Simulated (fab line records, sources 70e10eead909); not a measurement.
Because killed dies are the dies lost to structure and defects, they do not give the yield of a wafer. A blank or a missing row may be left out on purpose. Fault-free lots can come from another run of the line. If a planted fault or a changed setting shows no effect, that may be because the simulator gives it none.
Chamber matching    flow nand_harc    rie_diel-12 running NHARC_A_M1_DESCUM_14: 4 sister chambers
The step chemistry O2, time 3 s. 18 wafers are shown with their chamber, then 9 later ones without.

WAFERS PAIRED WITH THEIR CHAMBERS
wafer   chamber  drypump_motor_current_A (A)  throttle_valve_pct (%)  oes_product_au (a.u.)
L074.2  0        5.3                          11.323                  0.981
L074.4  3        5.1                          11.311                  1.000
L074.5  0        5.3                          11.324                  0.976
L078.2  1        6.1                          11.305                  0.995
L078.3  0        5.3                          11.310                  0.987
L078.6  1        6.0                          11.313                  1.003
L080.3  2        4.9                          11.324                  1.002
L080.4  0        5.3                          11.321                  0.996
L080.6  3        5.1                          11.301                  0.991
L082.2  2        4.9                          11.318                  1.015
L082.5  1        6.1                          11.305                  0.993
L082.6  0        5.3                          11.327                  0.983
L083.1  1        6.0                          11.305                  0.985
L083.4  3        5.1                          11.316                  1.009
L083.6  3        5.1                          11.288                  1.015
L085.2  1        6.0                          11.301                  1.020
L085.3  2        4.8                          11.324                  1.000
L085.5  1        6.0                          11.316                  1.010

SIGNATURES, as means of the wafers listed above
reading                  chamber 0  chamber 1  chamber 2  chamber 3  scatter within a chamber
drypump_motor_current_A  5.300      6.033      4.867      5.100      0.0378
throttle_valve_pct       11.32100   11.30750   11.32200   11.30400   0.00763
oes_product_au           0.98460    1.00100    1.00567    1.00375    0.0103
Rule: a wafer's distance from a chamber is the root of the sum, over the readings, of the square of ((its reading less the chamber's mean) divided by the reading's scatter). The wafer belongs to the nearest chamber; if the next one is less than 2 further off, it can't be placed. How the scatter is found: for the shown wafers, subtract from each reading the mean of its chamber, square and add these, divide the total by (wafers less chambers), then take the root.

WAFERS WITHOUT THEIR CHAMBER
wafer   drypump_motor_current_A (A)  throttle_valve_pct (%)  oes_product_au (a.u.)
L090.1  4.9                          11.311                  1.027
L090.2  5.3                          11.312                  0.991
L090.6  6.0                          11.316                  1.007
L091.2  5.3                          11.302                  0.985
L091.3  6.0                          11.291                  1.011
L091.6  5.1                          11.295                  1.011
L096.1  5.3                          11.324                  0.990
L096.3  5.1                          11.307                  1.008
L096.4  4.9                          11.307                  1.000

EACH ONE'S CHAMBER
wafer   from the rows above  in truth
L090.1  2                    2
L090.2  0                    0
L090.6  1                    1
L091.2  0                    0
L091.3  1                    1
L091.6  3                    3
L096.1  0                    0
L096.3  3                    3
L096.4  2                    2
Correctly placed: 9 of 9. Not placeable from these rows: 0. Number placed wrongly: 0.
